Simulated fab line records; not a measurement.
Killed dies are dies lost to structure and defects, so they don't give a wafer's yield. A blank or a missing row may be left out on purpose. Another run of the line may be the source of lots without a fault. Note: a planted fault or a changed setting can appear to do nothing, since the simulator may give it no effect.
Chamber matching | flow nandHarc | 4 sister chambers for NHARC_A_CHANNEL_HOLE_D1_ETCH_44 on rieDiel-10
The step etches the open film in CF4/O2, target depth 140 nm, overetch 14 nm, time 77 s. 8 wafers are shown with their chamber, then 9 later ones without.

## WAFERS WITH THEIR CHAMBER
wafer  | chamber | drypumpMotorCurrentA (A) | showerheadPlenumPTorr (Torr)
L898.6 | 0       | 6.4                      | 1.36
L904.3 | 3       | 5.0                      | 1.42
L907.2 | 0       | 6.4                      | 1.36
L907.6 | 1       | 5.1                      | 1.39
L909.4 | 1       | 5.1                      | 1.39
L910.2 | 3       | 5.0                      | 1.41
L910.4 | 2       | 6.5                      | 1.37
L910.5 | 2       | 6.4                      | 1.37

## WAFERS WHOSE CHAMBER IS MISSING
wafer  | drypumpMotorCurrentA (A) | showerheadPlenumPTorr (Torr)
L913.1 | 5.0                      | 1.41
L913.5 | 5.1                      | 1.39
L913.6 | 6.4                      | 1.37
L914.1 | 6.4                      | 1.36
L914.3 | 6.4                      | 1.37
L914.4 | 5.1                      | 1.39
L919.4 | 6.4                      | 1.36
L919.5 | 5.1                      | 1.39
L919.6 | 6.4                      | 1.37

## EACH ONE'S CHAMBER
wafer  | from the rows above     | in truth
L913.1 | 3                       | 3
L913.5 | 1                       | 1
L913.6 | can't be placed: 2 or 0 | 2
L914.1 | 0                       | 0
L914.3 | can't be placed: 2 or 0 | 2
L914.4 | 1                       | 1
L919.4 | 0                       | 0
L919.5 | 1                       | 1
L919.6 | can't be placed: 2 or 0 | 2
Correct placement for 6 of the 9. Can't be placed from these rows: 3 (the true chamber is among the candidates in 3). 0 placed wrongly.
How it was worked out, from the rows above alone: a wafer's distance from a chamber is the root of the sum, over the readings, of the square of ((its reading less the chamber's mean) divided by the reading's scatter). The wafer belongs to the nearest chamber; if the next one is less than 2 further off, it can't be placed. A chamber's mean is the mean of its shown wafers. The scatter: the root of (the sum of the squares of (reading less its chamber's mean) over the shown wafers, divided by (wafers less chambers)).
